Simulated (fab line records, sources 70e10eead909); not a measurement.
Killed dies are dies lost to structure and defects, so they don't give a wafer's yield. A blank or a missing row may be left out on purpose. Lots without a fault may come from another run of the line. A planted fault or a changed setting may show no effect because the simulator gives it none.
Chamber matching | flow nand_harc | NHARC_A_CONTACT_ETCH_91 on rie_diel-06: 4 sister chambers
The step etches the open film in CH3F/O2, target depth 40 nm, time 85.7 s. 27 wafers are shown with their chamber, then 12 later ones without.

WAFERS WITH THEIR CHAMBER
wafer  | chamber | drypump_motor_current_A (A) | showerhead_plenum_p_Torr (Torr) | rf_vpp_V (V)
L076.1 | 3       | 6.0                         | 2.28                            | 242.4
L076.3 | 0       | 5.4                         | 2.35                            | 242.1
L076.6 | 2       | 5.6                         | 2.58                            | 245.9
L077.2 | 3       | 6.1                         | 2.28                            | 242.2
L077.4 | 1       | 5.9                         | 2.45                            | 244.8
L077.6 | 3       | 6.0                         | 2.28                            | 241.8
L081.2 | 2       | 5.6                         | 2.58                            | 245.3
L081.4 | 0       | 5.4                         | 2.35                            | 242.3
L081.5 | 0       | 5.4                         | 2.35                            | 242.4
L079.1 | 0       | 5.4                         | 2.35                            | 242.4
L079.3 | 2       | 5.6                         | 2.57                            | 247.7
L079.6 | 3       | 6.1                         | 2.28                            | 241.6
L082.1 | 0       | 5.4                         | 2.35                            | 241.0
L082.3 | 2       | 5.6                         | 2.57                            | 246.6
L082.4 | 3       | 6.0                         | 2.66                            | 246.1
L084.1 | 0       | 5.4                         | 2.35                            | 243.2
L084.2 | 3       | 6.0                         | 2.66                            | 246.8
L084.6 | 2       | 5.6                         | 2.57                            | 246.1
L080.1 | 3       | 6.1                         | 2.66                            | 247.1
L080.5 | 0       | 5.4                         | 2.34                            | 243.7
L080.6 | 3       | 6.0                         | 2.66                            | 246.6
L085.1 | 3       | 6.0                         | 2.66                            | 245.3
L085.5 | 1       | 5.9                         | 2.45                            | 244.5
L085.6 | 0       | 5.4                         | 2.34                            | 242.2
L090.1 | 1       | 5.8                         | 2.44                            | 244.1
L090.2 | 0       | 5.4                         | 2.34                            | 243.8
L090.4 | 3       | 6.1                         | 2.65                            | 248.2

SIGNATURES (means of the wafers above)
reading                  | chamber 0 | chamber 1 | chamber 2 | chamber 3 | scatter within a chamber
drypump_motor_current_A  | 5.400     | 5.867     | 5.600     | 6.040     | 0.0365
showerhead_plenum_p_Torr | 2.3467    | 2.4467    | 2.5740    | 2.5070    | 0.122
rf_vpp_V                 | 242.567   | 244.467   | 246.320   | 244.810   | 1.71
Rule: a wafer's distance from a chamber is the root of the sum, over the readings, of the square of ((its reading less the chamber's mean) divided by the reading's scatter). The wafer belongs to the nearest chamber; if the next one is less than 2 further off, it can't be placed. The scatter: the root of (the sum of the squares of (reading less its chamber's mean) over the shown wafers, divided by (wafers less chambers)).

WAFERS WITHOUT THEIR CHAMBER
wafer  | drypump_motor_current_A (A) | showerhead_plenum_p_Torr (Torr) | rf_vpp_V (V)
L092.2 | 5.4                         | 2.34                            | 243.5
L092.4 | 5.4                         | 2.34                            | 242.9
L092.5 | 6.0                         | 2.65                            | 246.5
L096.1 | 5.4                         | 2.34                            | 242.6
L096.5 | 6.1                         | 2.65                            | 247.0
L096.6 | 5.4                         | 2.34                            | 243.5
L094.1 | 5.8                         | 2.44                            | 244.5
L094.3 | 6.0                         | 2.65                            | 246.0
L094.5 | 5.6                         | 2.57                            | 246.2
L093.2 | 5.4                         | 2.34                            | 240.6
L093.3 | 5.8                         | 2.44                            | 244.9
L093.5 | 5.4                         | 2.34                            | 242.8

WHICH CHAMBER EACH WENT THROUGH
wafer  | from the rows above | in truth
L092.2 | 0                   | 0
L092.4 | 0                   | 0
L092.5 | 3                   | 3
L096.1 | 0                   | 0
L096.5 | 3                   | 3
L096.6 | 0                   | 0
L094.1 | 1                   | 1
L094.3 | 3                   | 3
L094.5 | 2                   | 2
L093.2 | 0                   | 0
L093.3 | 1                   | 1
L093.5 | 0                   | 0
Placed correctly: 12 of 12. Can't be placed from these rows: 0. Placed wrongly: 0.
